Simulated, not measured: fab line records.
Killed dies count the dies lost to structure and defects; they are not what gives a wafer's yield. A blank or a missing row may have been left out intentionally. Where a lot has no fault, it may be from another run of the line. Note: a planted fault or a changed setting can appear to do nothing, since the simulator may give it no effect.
fab line records | flow nand-harc
record lots=5 | wafers=15 | last-day=34
route steps=1302 shown A_ZERO_WELL@406 A_SOURCE_PLATE@413 A_ONON_D1@424
lots that met no fault: from a run of the same line without faults
start-h: the number of hours between the record's first day and the start of the first shown wafer of the lot | wait-h: how many hours have passed since the lot's step before this one | " the same as in the row above | L1.1+2: several wafers, shown together as one row | - either no value or no given start | * or withheld: withheld | < > ~ a bound
route shown NAME@n: NAME is a module with steps in the file, n the number in the route of the first one | usual: mean/standard deviation taken from wafers without a fault | same: alike in all rows | chamber/n: place in a boat | sites: each site's reading | _std_site: the standard deviation of these | _edge_site: the outer-site mean with the inner-site mean subtracted | radius-mm: for every site, how far away it sits from the centre of the wafer | mask NAME#n: copy n | behind: tool/chamber where the wafer was last shaped | hold: the reason the lot was held/the length of the hold in hours/how it ended | device: the transistor (n, p or np) that didn't switch | end of line: the tests these same wafers got at the end of their route | step lacking rows: just its recipe | killed: count of dies lost to structure and defects at first sort (not the wafer's yield) | map: shows each die of a wafer: x if killed, . if not, _ if none is there
set.NAME: the run value of the setting; set.NAME@STEP: its run value at that earlier step | model.NAME: the simulator's own value behind a step, which no gauge read
certain route steps with their lots: each step a table, each wafer a row
services: a tool's chamber out of use, with start hour (start-h, from the record's first day; less than 0 if before it), hours out, and reason
## steps
# step NHARC_A_ZERO_WELL_STRIP_14
# recipe time-s=900 | temp-c=130 | chemistry=SPM
# usual bath-guard-temp-C=130.2/0.47
# same time-s=900
lot.wafer | tool         | chamber | start-h | wait-h | bath-guard-temp-C
L075.6    | wet-bench-01 | 3       | 151.95  | -      | 130.3
L075.3    | "            | 6       | "       | "      | 130.1
L075.1    | "            | 7       | "       | "      | 130.9
L084.2    | wet-bench-01 | 5       | 241.86  | -      | 130.4
L084.6    | "            | 7       | "       | "      | 130.4
L084.1    | "            | 1       | "       | "      | 131.1
L089.2    | wet-bench-07 | 6       | 286.29  | -      | 130.1
L089.1    | "            | 1       | "       | "      | 130.2
L089.5    | "            | 3       | "       | "      | 129.5
L095.3    | wet-bench-01 | 6       | 346.85  | -      | 130.4
L095.1    | "            | 7       | "       | "      | 131.1
L095.2    | "            | 0       | "       | "      | 129.1
L097.6    | wet-bench-01 | 4       | 370.10  | -      | 130.2
L097.3    | "            | 7       | "       | "      | 130.7
L097.4    | "            | 0       | "       | "      | 129.4
# step NHARC_A_ZERO_WELL_IMPLANT_15
# recipe energy-kev=150 | dose-cm2=1e+13 | tilt-deg=7
# usual beam-energy-keV=150.01/0.055
lot.wafer | tool         | chamber | start-h | wait-h | beam-energy-keV
L075.1    | implanter-01 | 0       | 152.36  | 0.1    | 150.04
L075.3    | "            | 0       | "       | "      | 150.05
L075.6    | "            | 0       | "       | "      | 150.04
L084.1    | implanter-01 | 0       | 242.28  | 0.1    | 150.02
L084.2    | "            | 0       | "       | "      | 150.06
L084.6    | "            | 0       | "       | "      | 150.00
L089.1    | implanter-01 | 0       | 286.70  | 0.1    | 150.10
L089.2    | "            | 0       | "       | "      | 150.12
L089.5    | "            | 0       | "       | "      | 150.12
L095.1    | implanter-01 | 0       | 347.23  | 0.1    | 150.05
L095.2    | "            | 0       | "       | "      | 149.98
L095.3    | "            | 0       | "       | "      | 149.97
L097.3    | implanter-02 | 0       | 370.57  | 0.1    | 150.00
L097.4    | "            | 0       | "       | "      | 150.01
L097.6    | "            | 0       | "       | "      | 149.99
# step NHARC_A_ZERO_WELL_PRECLEAN_22
# recipe time-s=60 | temp-c=50 | bath-age-min=0 | chemistry=SC1
# usual bath-guard-temp-C=50.2/0.4
# same time-s=60
lot.wafer | tool         | chamber | start-h | wait-h | bath-guard-temp-C
L075.6    | wet-bench-06 | 0       | 152.58  | 0.0    | 50.7
L075.1    | "            | 3       | "       | "      | 50.4
L075.3    | "            | 4       | "       | "      | 50.0
L084.1    | wet-bench-07 | 4       | 242.49  | 0.2    | 50.4
L084.6    | "            | 5       | "       | "      | 49.8
L084.2    | "            | 7       | "       | "      | 50.2
L089.2    | wet-bench-06 | 1       | 286.91  | 0.2    | 49.9
L089.1    | "            | 4       | "       | "      | 49.7
L089.5    | "            | 5       | "       | "      | 50.3
L095.3    | wet-bench-07 | 7       | 347.45  | 0.1    | 50.1
L095.1    | "            | 1       | "       | "      | 50.4
L095.2    | "            | 2       | "       | "      | 49.3
L097.4    | wet-bench-01 | 6       | 370.72  | 0.1    | 50.6
L097.3    | "            | 0       | "       | "      | 49.2
L097.6    | "            | 3       | "       | "      | 50.1
# step NHARC_A_ZERO_WELL_SRD_23
lot.wafer  | tool         | chamber | start-h | wait-h
L075.6+1+3 | wet-bench-06 | 0,3,4   | -       | -
L084.1+6+2 | wet-bench-07 | 4,5,7   | -       | -
L089.2+1+5 | wet-bench-06 | 1,4,5   | -       | -
L095.3+1+2 | wet-bench-07 | 7,1,2   | -       | -
L097.4+3+6 | wet-bench-01 | 6,0,3   | -       | -
# step NHARC_A_ZERO_WELL_RTA_16
# recipe temp-c=1000 | time-s=10
# usual lamp-power-pct=32.2/1.5 | wafer_temp_C_max=1006.0/1.5
# same time-s=10
lot.wafer | tool          | chamber | start-h | wait-h | lamp-power-pct | wafer_temp_C_max
L075.1    | rtp-anneal-02 | 0       | 152.71  | -      | 30.7           | 1005.3
L075.3    | "             | 0       | "       | "      | 30.7           | 1008.4
L075.6    | "             | 0       | "       | "      | 30.7           | 1008.3
L084.1    | rtp-anneal-01 | 0       | 242.63  | -      | 33.7           | 1006.3
L084.2    | "             | 0       | "       | "      | 33.7           | 1004.8
L084.6    | "             | 0       | "       | "      | 33.8           | 1003.5
L089.1    | rtp-anneal-01 | 0       | 287.05  | -      | 33.7           | 1004.1
L089.2    | "             | 0       | "       | "      | 33.8           | 1004.3
L089.5    | "             | 0       | "       | "      | 33.7           | 1005.1
L095.1    | rtp-anneal-02 | 0       | 347.74  | -      | 30.7           | 1007.2
L095.2    | "             | 0       | "       | "      | 30.7           | 1006.8
L095.3    | "             | 0       | "       | "      | 30.6           | 1008.9
L097.3    | rtp-anneal-01 | 0       | 370.91  | -      | 33.8           | 1005.0
L097.4    | "             | 0       | "       | "      | 33.8           | 1005.9
L097.6    | "             | 0       | "       | "      | 33.8           | 1005.6
# step NHARC_A_ZERO_WELL_INSPECT_17
# usual raw-defect-count=12/5.9
lot.wafer | tool              | chamber | start-h | wait-h | raw-defect-count
L075.1    | defect-inspect-02 | -       | 152.91  | 0.2    | 8
L075.3    | "                 | -       | "       | "      | 13
L075.6    | "                 | -       | "       | "      | 6
L084.1    | defect-inspect-02 | -       | 242.83  | 0.2    | 9
L084.2    | "                 | -       | "       | "      | 8
L084.6    | "                 | -       | "       | "      | 5
L089.1    | defect-inspect-02 | -       | 287.25  | 0.2    | 26
L089.2    | "                 | -       | "       | "      | 8
L089.5    | "                 | -       | "       | "      | 10
L095.1    | defect-inspect-02 | -       | 347.94  | 0.2    | 11
L095.2    | "                 | -       | "       | "      | 12
L095.3    | "                 | -       | "       | "      | 29
L097.3    | defect-inspect-02 | -       | 371.05  | 0.1    | 6
L097.4    | "                 | -       | "       | "      | 5
L097.6    | "                 | -       | "       | "      | 14
# step NHARC_A_SOURCE_PLATE_PRECLEAN_00
# recipe time-s=60 | chemistry=HF-LAST
# same time-s=60
lot.wafer  | tool         | chamber | start-h | wait-h
L075.3+6+1 | wet-bench-04 | 3,6,0   | 152.96  | 0.0
L084.2+6+1 | wet-bench-09 | 3,4,5   | 242.88  | 0.1
L089.2+1+5 | wet-bench-03 | 7,0,2   | 287.30  | 0.0
L095.3+2+1 | wet-bench-04 | 1,2,6   | 348.00  | 0.0
L097.3+4+6 | wet-bench-03 | 0,1,2   | 371.12  | 0.1
# step NHARC_A_SOURCE_PLATE_SRD_01
lot.wafer  | tool         | chamber | start-h | wait-h
L075.3+6+1 | wet-bench-04 | 3,6,0   | -       | -
L084.2+6+1 | wet-bench-09 | 3,4,5   | -       | -
L089.2+1+5 | wet-bench-03 | 7,0,2   | -       | -
L095.3+2+1 | wet-bench-04 | 1,2,6   | -       | -
L097.3+4+6 | wet-bench-03 | 0,1,2   | -       | -
# step NHARC_A_SOURCE_PLATE_OXIDE_02
# recipe target-thk-a=100 | temp-c=900 | ox-time-s=1362 | material=SiO2
# usual zone-power-lower-pct=17.82/0.3
lot.wafer | tool       | chamber | start-h | wait-h | zone-power-lower-pct
L075.1    | furnace-07 | 0       | 156.06  | -      | 18.22
L075.3    | "          | 0       | "       | "      | 17.91
L075.6    | "          | 0       | "       | "      | 18.36
L084.1    | furnace-01 | 0       | 245.58  | -      | 18.13
L084.2    | "          | 0       | "       | "      | 18.02
L084.6    | "          | 0       | "       | "      | 18.19
L089.1    | furnace-01 | 0       | 290.01  | -      | 17.90
L089.2    | "          | 0       | "       | "      | 17.73
L089.5    | "          | 0       | "       | "      | 17.82
L095.1    | furnace-01 | 0       | 350.37  | -      | 17.74
L095.2    | "          | 0       | "       | "      | 18.00
L095.3    | "          | 0       | "       | "      | 18.21
L097.3    | furnace-01 | 0       | 374.40  | -      | 18.36
L097.4    | "          | 0       | "       | "      | 17.93
L097.6    | "          | 0       | "       | "      | 18.19
# step NHARC_A_SOURCE_PLATE_THK_MEAS_09
# recipe thk-meas-gauge=ellipsometry
# usual thk-nm=9.8/1
lot.wafer | tool          | chamber | start-h | wait-h | thk-nm
L075.1    | film-metro-02 | -       | 160.09  | 0.4    | 9.8
L075.3    | "             | -       | "       | "      | 9.7
L075.6    | "             | -       | "       | "      | 7.8
L084.1    | film-metro-02 | -       | 249.59  | 0.4    | 9.8
L084.2    | "             | -       | "       | "      | 11.5
L084.6    | "             | -       | "       | "      | 8.8
L089.1    | film-metro-01 | -       | 294.04  | 0.4    | 8.8
L089.2    | "             | -       | "       | "      | 9.8
L089.5    | "             | -       | "       | "      | 10.1
L095.1    | film-metro-01 | -       | 354.34  | 0.4    | 10.9
L095.2    | "             | -       | "       | "      | 9.6
L095.3    | "             | -       | "       | "      | 9.9
L097.3    | film-metro-01 | -       | 378.42  | 0.4    | 9.2
L097.4    | "             | -       | "       | "      | 11.3
L097.6    | "             | -       | "       | "      | 10.4
# step NHARC_A_SOURCE_PLATE_PVD_04
# recipe target-thk-a=500 | material=WSi2
lot.wafer  | tool           | chamber | start-h | wait-h
L075.3+1+6 | pvd-sputter-01 | -       | 160.16  | 0.1
L084.1+2+6 | pvd-sputter-03 | -       | 249.67  | 0.1
L089.1+2+5 | pvd-sputter-03 | -       | 294.12  | 0.1
L095.2+3+1 | pvd-sputter-02 | -       | 354.40  | 0.1
L097.3+4+6 | pvd-sputter-01 | -       | 378.49  | 0.1
# step NHARC_A_SOURCE_PLATE_CVD_03
# recipe target-thk-a=2000 | temp-c=620 | pressure-mtorr=200 | time-s=4000 | material=poly-Si
# usual zone-power-lower-pct=8.5/0.92
# same time-s=4000
lot.wafer | tool          | chamber | start-h | wait-h | zone-power-lower-pct
L075.1    | lpcvd-poly-03 | 0       | 162.68  | -      | 7.5
L075.3    | "             | 0       | "       | "      | 7.6
L075.6    | "             | 0       | "       | "      | 7.6
L084.1    | lpcvd-poly-03 | 0       | 252.19  | -      | 7.5
L084.2    | "             | 0       | "       | "      | 7.6
L084.6    | "             | 0       | "       | "      | 7.6
L089.1    | lpcvd-poly-04 | 0       | 296.61  | -      | 9.4
L089.2    | "             | 0       | "       | "      | 9.4
L089.5    | "             | 0       | "       | "      | 9.5
L095.1    | lpcvd-poly-03 | 0       | 356.93  | -      | 7.5
L095.2    | "             | 0       | "       | "      | 7.5
L095.3    | "             | 0       | "       | "      | 7.5
L097.3    | lpcvd-poly-04 | 0       | 380.99  | -      | 9.5
L097.4    | "             | 0       | "       | "      | 9.4
L097.6    | "             | 0       | "       | "      | 9.5
# step NHARC_A_SOURCE_PLATE_ANNEAL_05
# recipe temp-c=850 | time-s=1800
# usual zone-power-lower-pct=15.78/0.29
# same time-s=1800
lot.wafer | tool       | chamber | start-h | wait-h | zone-power-lower-pct
L075.1    | furnace-01 | 0       | 168.74  | 2.9    | 15.78
L075.3    | "          | 0       | "       | "      | 15.97
L075.6    | "          | 0       | "       | "      | 15.99
L084.1    | furnace-01 | 0       | 258.18  | 2.9    | 15.76
L084.2    | "          | 0       | "       | "      | 15.85
L084.6    | "          | 0       | "       | "      | 15.94
L089.1    | furnace-07 | 0       | 303.28  | 3.6    | 16.26
L089.2    | "          | 0       | "       | "      | 16.09
L089.5    | "          | 0       | "       | "      | 15.99
L095.1    | furnace-07 | 0       | 364.42  | 4.4    | 15.88
L095.2    | "          | 0       | "       | "      | 16.19
L095.3    | "          | 0       | "       | "      | 16.01
L097.3    | furnace-03 | 0       | 389.82  | 5.8    | 15.53
L097.4    | "          | 0       | "       | "      | 15.58
L097.6    | "          | 0       | "       | "      | 15.18
# step NHARC_A_SOURCE_PLATE_THK_MEAS_06
# recipe thk-meas-gauge=ellipsometry
# usual thk-nm=200.3/2.2
lot.wafer | tool          | chamber | start-h | wait-h | thk-nm
L075.1    | film-metro-02 | -       | 172.69  | 0.4    | 199.4
L075.3    | "             | -       | "       | "      | 200.6
L075.6    | "             | -       | "       | "      | 201.5
L084.1    | film-metro-02 | -       | 262.08  | 0.4    | 198.0
L084.2    | "             | -       | "       | "      | 200.4
L084.6    | "             | -       | "       | "      | 199.8
L089.1    | film-metro-01 | -       | 307.21  | 0.4    | 198.5
L089.2    | "             | -       | "       | "      | 196.6
L089.5    | "             | -       | "       | "      | 203.0
L095.1    | film-metro-01 | -       | 368.38  | 0.4    | 200.0
L095.2    | "             | -       | "       | "      | 197.1
L095.3    | "             | -       | "       | "      | 197.7
L097.3    | film-metro-01 | -       | 393.75  | 0.4    | 201.9
L097.4    | "             | -       | "       | "      | 201.0
L097.6    | "             | -       | "       | "      | 199.5
# step NHARC_A_SOURCE_PLATE_INSPECT_08
# usual raw-defect-count=64/26
lot.wafer | tool              | chamber | start-h | wait-h | raw-defect-count
L075.1    | defect-inspect-02 | -       | 172.79  | 0.0    | 91
L075.3    | "                 | -       | "       | "      | 75
L075.6    | "                 | -       | "       | "      | 75
L084.1    | defect-inspect-01 | -       | 262.15  | 0.0    | 47
L084.2    | "                 | -       | "       | "      | 30
L084.6    | "                 | -       | "       | "      | 59
L089.1    | defect-inspect-02 | -       | 307.30  | 0.0    | 93
L089.2    | "                 | -       | "       | "      | 21
L089.5    | "                 | -       | "       | "      | 44
L095.1    | defect-inspect-01 | -       | 368.45  | 0.0    | 55
L095.2    | "                 | -       | "       | "      | 40
L095.3    | "                 | -       | "       | "      | 55
L097.3    | defect-inspect-01 | -       | 393.85  | 0.0    | 80
L097.4    | "                 | -       | "       | "      | 51
L097.6    | "                 | -       | "       | "      | 37
# step NHARC_A_ONON_D1_DEP_00
# recipe target-thk-a=10000 | n2-flow-sccm=2750 | n2o-flow-sccm=2000 | nh3-flow-sccm=500 | sih4-flow-sccm=210 | temp-c=400
lot.wafer  | tool          | chamber | start-h | wait-h
L075.1+3+6 | pecvd-onon-04 | 0       | 172.86  | 0.1
L084.1+2+6 | pecvd-onon-01 | 0       | 262.21  | 0.1
L089.1+2+5 | pecvd-onon-01 | 0       | 307.36  | 0.1
L095.1+2+3 | pecvd-onon-01 | 0       | 368.51  | 0.1
L097.3+4+6 | pecvd-onon-01 | 0       | 394.04  | 0.2
# step NHARC_A_ONON_D1_THK_MEAS_02
# recipe thk-meas-gauge=ellipsometry
# usual thk-nm=999/9.9
lot.wafer | tool          | chamber | start-h | wait-h | thk-nm
L075.1    | film-metro-02 | -       | 173.37  | -      | 1002
L075.3    | "             | -       | "       | "      | 1002
L075.6    | "             | -       | "       | "      | 1002
L084.1    | film-metro-02 | -       | 262.73  | -      | 1013
L084.2    | "             | -       | "       | "      | 1014
L084.6    | "             | -       | "       | "      | 1011
L089.1    | film-metro-02 | -       | 307.87  | -      | 996
L089.2    | "             | -       | "       | "      | 995
L089.5    | "             | -       | "       | "      | 996
L095.1    | film-metro-01 | -       | 369.02  | -      | 983
L095.2    | "             | -       | "       | "      | 985
L095.3    | "             | -       | "       | "      | 983
L097.3    | film-metro-02 | -       | 394.43  | -      | 1001
L097.4    | "             | -       | "       | "      | 1001
L097.6    | "             | -       | "       | "      | 1001
# step NHARC_A_ONON_D1_DEP_03
# recipe target-thk-a=10000 | n2-flow-sccm=2750 | n2o-flow-sccm=2000 | nh3-flow-sccm=500 | sih4-flow-sccm=210 | temp-c=400
lot.wafer  | tool          | chamber | start-h | wait-h
L075.1+3+6 | pecvd-onon-03 | 0       | 173.42  | 0.1
L084.1+2+6 | pecvd-onon-03 | 0       | 262.79  | 0.1
L089.1+2+5 | pecvd-onon-04 | 0       | 307.93  | 0.1
L095.1+2+3 | pecvd-onon-03 | 0       | 369.08  | 0.1
L097.3+4+6 | pecvd-onon-03 | 0       | 394.61  | 0.2
# step NHARC_A_ONON_D1_THK_MEAS_05
# recipe thk-meas-gauge=ellipsometry
# usual thk-nm=999/7.2
lot.wafer | tool          | chamber | start-h | wait-h | thk-nm
L075.1    | film-metro-01 | -       | 173.94  | -      | 997
L075.3    | "             | -       | "       | "      | 996
L075.6    | "             | -       | "       | "      | 997
L084.1    | film-metro-02 | -       | 263.30  | -      | 993
L084.2    | "             | -       | "       | "      | 993
L084.6    | "             | -       | "       | "      | 990
L089.1    | film-metro-02 | -       | 308.43  | -      | 996
L089.2    | "             | -       | "       | "      | 997
L089.5    | "             | -       | "       | "      | 998
L095.1    | film-metro-02 | -       | 369.59  | -      | 1003
L095.2    | "             | -       | "       | "      | 1003
L095.3    | "             | -       | "       | "      | 1003
L097.3    | film-metro-02 | -       | 395.00  | -      | 997
L097.4    | "             | -       | "       | "      | 995
L097.6    | "             | -       | "       | "      | 995
# step NHARC_A_ONON_D1_DEP_06
# recipe target-thk-a=10000 | n2-flow-sccm=2750 | n2o-flow-sccm=2000 | nh3-flow-sccm=500 | sih4-flow-sccm=210 | temp-c=400
lot.wafer  | tool          | chamber | start-h | wait-h
L075.1+3+6 | pecvd-onon-01 | 0       | 173.99  | 0.1
L084.1+2+6 | pecvd-onon-04 | 0       | 263.36  | 0.1
L089.1+2+5 | pecvd-onon-03 | 0       | 308.49  | 0.1
L095.1+2+3 | pecvd-onon-04 | 0       | 369.64  | 0.1
L097.3+4+6 | pecvd-onon-04 | 0       | 395.17  | 0.2
# step NHARC_A_ONON_D1_THK_MEAS_08
# recipe thk-meas-gauge=ellipsometry
# usual thk-nm=1000/9.1
lot.wafer | tool          | chamber | start-h | wait-h | thk-nm
L075.1    | film-metro-02 | -       | 174.50  | -      | 1014
L075.3    | "             | -       | "       | "      | 1014
L075.6    | "             | -       | "       | "      | 1014
L084.1    | film-metro-02 | -       | 263.87  | -      | 1002
L084.2    | "             | -       | "       | "      | 999
L084.6    | "             | -       | "       | "      | 1000
L089.1    | film-metro-01 | -       | 309.00  | -      | 997
L089.2    | "             | -       | "       | "      | 994
L089.5    | "             | -       | "       | "      | 994
L095.1    | film-metro-01 | -       | 370.14  | -      | 994
L095.2    | "             | -       | "       | "      | 996
L095.3    | "             | -       | "       | "      | 994
L097.3    | film-metro-02 | -       | 395.57  | -      | 1001
L097.4    | "             | -       | "       | "      | 1002
L097.6    | "             | -       | "       | "      | 1003
# step NHARC_A_ONON_D1_DEP_09
# recipe target-thk-a=10000 | n2-flow-sccm=2750 | n2o-flow-sccm=2000 | nh3-flow-sccm=500 | sih4-flow-sccm=210 | temp-c=400
lot.wafer  | tool          | chamber | start-h | wait-h
L075.1+3+6 | pecvd-onon-04 | 0       | 174.56  | 0.1
L084.1+2+6 | pecvd-onon-01 | 0       | 263.92  | 0.1
L089.1+2+5 | pecvd-onon-01 | 0       | 309.06  | 0.1
L095.1+2+3 | pecvd-onon-01 | 0       | 370.20  | 0.1
L097.3+4+6 | pecvd-onon-01 | 0       | 395.74  | 0.2
# step NHARC_A_ONON_D1_THK_MEAS_11
# recipe thk-meas-gauge=ellipsometry
# usual thk-nm=999/9.5
lot.wafer | tool          | chamber | start-h | wait-h | thk-nm
L075.1    | film-metro-02 | -       | 175.07  | -      | 986
L075.3    | "             | -       | "       | "      | 988
L075.6    | "             | -       | "       | "      | 989
L084.1    | film-metro-02 | -       | 264.43  | -      | 978
L084.2    | "             | -       | "       | "      | 978
L084.6    | "             | -       | "       | "      | 977
L089.1    | film-metro-01 | -       | 309.57  | -      | 1001
L089.2    | "             | -       | "       | "      | 1002
L089.5    | "             | -       | "       | "      | 1004
L095.1    | film-metro-02 | -       | 370.71  | -      | 1005
L095.2    | "             | -       | "       | "      | 1006
L095.3    | "             | -       | "       | "      | 1005
L097.3    | film-metro-02 | -       | 396.15  | -      | 1001
L097.4    | "             | -       | "       | "      | 1000
L097.6    | "             | -       | "       | "      | 999
# step NHARC_A_ONON_D1_DEP_12
# recipe target-thk-a=10000 | n2-flow-sccm=2750 | n2o-flow-sccm=2000 | nh3-flow-sccm=500 | sih4-flow-sccm=210 | temp-c=400
lot.wafer  | tool          | chamber | start-h | wait-h
L075.1+3+6 | pecvd-onon-03 | 0       | 175.13  | 0.1
L084.1+2+6 | pecvd-onon-03 | 0       | 264.49  | 0.1
L089.1+2+5 | pecvd-onon-04 | 0       | 309.62  | 0.1
L095.1+2+3 | pecvd-onon-03 | 0       | 370.76  | 0.1
L097.3+4+6 | pecvd-onon-03 | 0       | 396.33  | 0.2
# step NHARC_A_ONON_D1_THK_MEAS_14
# recipe thk-meas-gauge=ellipsometry
# usual thk-nm=1001/9.4
lot.wafer | tool          | chamber | start-h | wait-h | thk-nm
L075.1    | film-metro-01 | -       | 175.63  | -      | 1014
L075.3    | "             | -       | "       | "      | 1014
L075.6    | "             | -       | "       | "      | 1013
L084.1    | film-metro-02 | -       | 265.00  | -      | 1010
L084.2    | "             | -       | "       | "      | 1008
L084.6    | "             | -       | "       | "      | 1010
L089.1    | film-metro-02 | -       | 310.13  | -      | 983
L089.2    | "             | -       | "       | "      | 984
L089.5    | "             | -       | "       | "      | 985
L095.1    | film-metro-02 | -       | 371.27  | -      | 999
L095.2    | "             | -       | "       | "      | 999
L095.3    | "             | -       | "       | "      | 998
L097.3    | film-metro-02 | -       | 396.73  | -      | 1018
L097.4    | "             | -       | "       | "      | 1019
L097.6    | "             | -       | "       | "      | 1019
# step NHARC_A_ONON_D1_ANNEAL_15
# recipe temp-c=750 | time-s=3600
# usual zone-power-lower-pct=12.7/0.65
# same time-s=3600
lot.wafer | tool       | chamber | start-h | wait-h | zone-power-lower-pct
L075.1    | furnace-05 | 0       | 180.65  | 5.0    | 12.8
L075.3    | "          | 0       | "       | "      | 12.7
L075.6    | "          | 0       | "       | "      | 13.1
L084.1    | furnace-02 | 0       | 268.68  | 3.7    | 13.6
L084.2    | "          | 0       | "       | "      | 13.5
L084.6    | "          | 0       | "       | "      | 13.6
L089.1    | furnace-05 | 0       | 313.53  | 3.4    | 12.9
L089.2    | "          | 0       | "       | "      | 12.8
L089.5    | "          | 0       | "       | "      | 13.1
L095.1    | furnace-04 | 0       | 374.45  | 3.2    | 11.9
L095.2    | "          | 0       | "       | "      | 11.9
L095.3    | "          | 0       | "       | "      | 11.8
L097.3    | furnace-05 | 0       | 403.57  | 6.8    | 13.0
L097.4    | "          | 0       | "       | "      | 13.1
L097.6    | "          | 0       | "       | "      | 12.9
# step NHARC_A_ONON_D1_DEP_16
# recipe target-thk-a=10000 | n2-flow-sccm=2750 | n2o-flow-sccm=2000 | nh3-flow-sccm=500 | sih4-flow-sccm=210 | temp-c=400
lot.wafer  | tool          | chamber | start-h | wait-h
L075.1+3+6 | pecvd-onon-03 | 0       | 184.49  | 0.1
L084.1+2+6 | pecvd-onon-04 | 0       | 272.64  | 0.1
L089.1+2+5 | pecvd-onon-01 | 0       | 317.46  | 0.1
L095.1+2+3 | pecvd-onon-03 | 0       | 378.40  | 0.1
L097.3+4+6 | pecvd-onon-01 | 0       | 407.55  | 0.2
# step NHARC_A_ONON_D1_THK_MEAS_18
# recipe thk-meas-gauge=ellipsometry
# usual thk-nm=997/10
lot.wafer | tool          | chamber | start-h | wait-h | thk-nm
L075.1    | film-metro-02 | -       | 185.00  | -      | 1005
L075.3    | "             | -       | "       | "      | 1005
L075.6    | "             | -       | "       | "      | 1005
L084.1    | film-metro-02 | -       | 273.16  | -      | 984
L084.2    | "             | -       | "       | "      | 983
L084.6    | "             | -       | "       | "      | 983
L089.1    | film-metro-02 | -       | 317.97  | -      | 993
L089.2    | "             | -       | "       | "      | 993
L089.5    | "             | -       | "       | "      | 992
L095.1    | film-metro-01 | -       | 378.90  | -      | 1003
L095.2    | "             | -       | "       | "      | 1002
L095.3    | "             | -       | "       | "      | 1005
L097.3    | film-metro-02 | -       | 407.95  | -      | 995
L097.4    | "             | -       | "       | "      | 994
L097.6    | "             | -       | "       | "      | 993
# step NHARC_A_ONON_D1_DEP_19
# recipe target-thk-a=10000 | n2-flow-sccm=2750 | n2o-flow-sccm=2000 | nh3-flow-sccm=500 | sih4-flow-sccm=210 | temp-c=400
lot.wafer  | tool          | chamber | start-h | wait-h
L075.1+3+6 | pecvd-onon-01 | 0       | 185.06  | 0.1
L084.1+2+6 | pecvd-onon-03 | 0       | 273.21  | 0.1
L089.1+2+5 | pecvd-onon-03 | 0       | 318.02  | 0.1
L095.1+2+3 | pecvd-onon-01 | 0       | 378.96  | 0.1
L097.3+4+6 | pecvd-onon-04 | 0       | 408.12  | 0.2
## services
tool           | chamber | start-h | hours | kind
pecvd-onon-04  | -       | 130.12  | 13.0  | pm
wet-bench-07   | -       | 160.00  | 8.0   | pm
pvd-sputter-03 | -       | 170.03  | 10.0  | pm
wet-bench-06   | -       | 193.60  | 8.0   | pm
wet-bench-04   | -       | 194.48  | 0.5   | repair
furnace-01     | -       | 209.86  | 26.0  | pm
wet-bench-03   | -       | 210.40  | 8.0   | pm
pecvd-onon-03  | -       | 227.00  | 13.0  | pm
wet-bench-04   | -       | 227.20  | 8.0   | pm
wet-bench-01   | -       | 243.02  | 4.5   | repair
pecvd-onon-01  | -       | 269.39  | 13.0  | pm
wet-bench-01   | -       | 277.60  | 8.0   | pm
implanter-01   | -       | 309.01  | 2.3   | repair
pecvd-onon-04  | -       | 311.12  | 13.0  | pm
implanter-01   | -       | 332.06  | 13.0  | pm
wet-bench-07   | -       | 336.00  | 8.0   | pm
wet-bench-06   | -       | 369.60  | 8.0   | pm
rtp-anneal-01  | -       | 372.00  | 12.0  | pm
lpcvd-poly-03  | -       | 386.00  | 26.0  | pm
wet-bench-03   | -       | 386.40  | 8.0   | pm
furnace-07     | -       | 387.34  | 26.0  | pm
pecvd-onon-04  | -       | 388.29  | 1.1   | repair
wet-bench-04   | -       | 403.20  | 8.0   | pm
pecvd-onon-03  | -       | 408.00  | 13.0  | pm
## key
fault none
